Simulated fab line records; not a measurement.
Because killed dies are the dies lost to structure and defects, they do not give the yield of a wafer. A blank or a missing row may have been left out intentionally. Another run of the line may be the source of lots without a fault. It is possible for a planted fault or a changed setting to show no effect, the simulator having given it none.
Chamber matching    flow n5 finfet    4 sister chambers for N5_BEOL_M5_DESCUM_33 on rie diel-05
The step chemistry O2, time 7 s. 14 wafers are shown with their chamber, then 7 later ones without.

## EACH WAFER AND ITS CHAMBER
wafer   chamber  showerhead plenum p Torr (Torr)  drypump motor current A (A)  oes product au (a.u.)
L074.2  1        2.02                             5.6                          0.78
L074.3  2        2.06                             6.4                          0.91
L074.6  3        2.02                             6.4                          0.79
L076.1  2        2.06                             6.5                          0.91
L076.4  1        2.02                             5.6                          0.78
L076.6  3        2.02                             6.3                          0.79
L075.2  0        2.15                             5.4                          0.72
L075.5  0        2.15                             5.4                          0.71
L075.6  1        2.02                             5.6                          0.77
L086.1  2        2.05                             6.4                          0.88
L086.2  3        2.01                             6.3                          0.77
L086.5  3        2.01                             6.3                          0.77
L091.1  2        2.05                             6.4                          0.85
L091.3  3        2.01                             6.4                          0.76

SIGNATURES (averages over the wafers above)
reading                   chamber 0  chamber 1  chamber 2  chamber 3  scatter within a chamber
showerhead plenum p Torr  2.1500     2.0200     2.0550     2.0140     0.00469
drypump motor current A   5.400      5.600      6.425      6.340      0.0442
oes product au            0.7150     0.7767     0.8875     0.7760     0.0182
Rule: for a wafer and a chamber, the distance is found by dividing, reading by reading, the gap between the wafer's reading and the chamber's mean by the reading's scatter, squaring, summing and taking the root. The wafer belongs to the nearest chamber; if the next one is less than 2 further off, it can't be placed. How the scatter is found: for the shown wafers, subtract from each reading the mean of its chamber, square and add these, divide the total by (wafers less chambers), then take the root.

## WAFERS WHOSE CHAMBER IS MISSING
wafer   showerhead plenum p Torr (Torr)  drypump motor current A (A)  oes product au (a.u.)
L091.4  2.14                             5.5                          0.69
L093.2  2.14                             5.4                          0.69
L093.5  2.05                             6.4                          0.83
L093.6  2.01                             6.3                          0.76
L094.1  2.01                             6.3                          0.76
L094.4  2.01                             5.6                          0.74
L094.6  2.01                             5.6                          0.74

## WHICH CHAMBER EACH ONE RAN IN
wafer   from the rows above  in truth
L091.4  0                    0
L093.2  0                    0
L093.5  2                    2
L093.6  3                    3
L094.1  3                    3
L094.4  1                    1
L094.6  1                    1
Placed correctly: 7 of 7. From these rows, 0 cannot be placed. 0 placed wrongly.
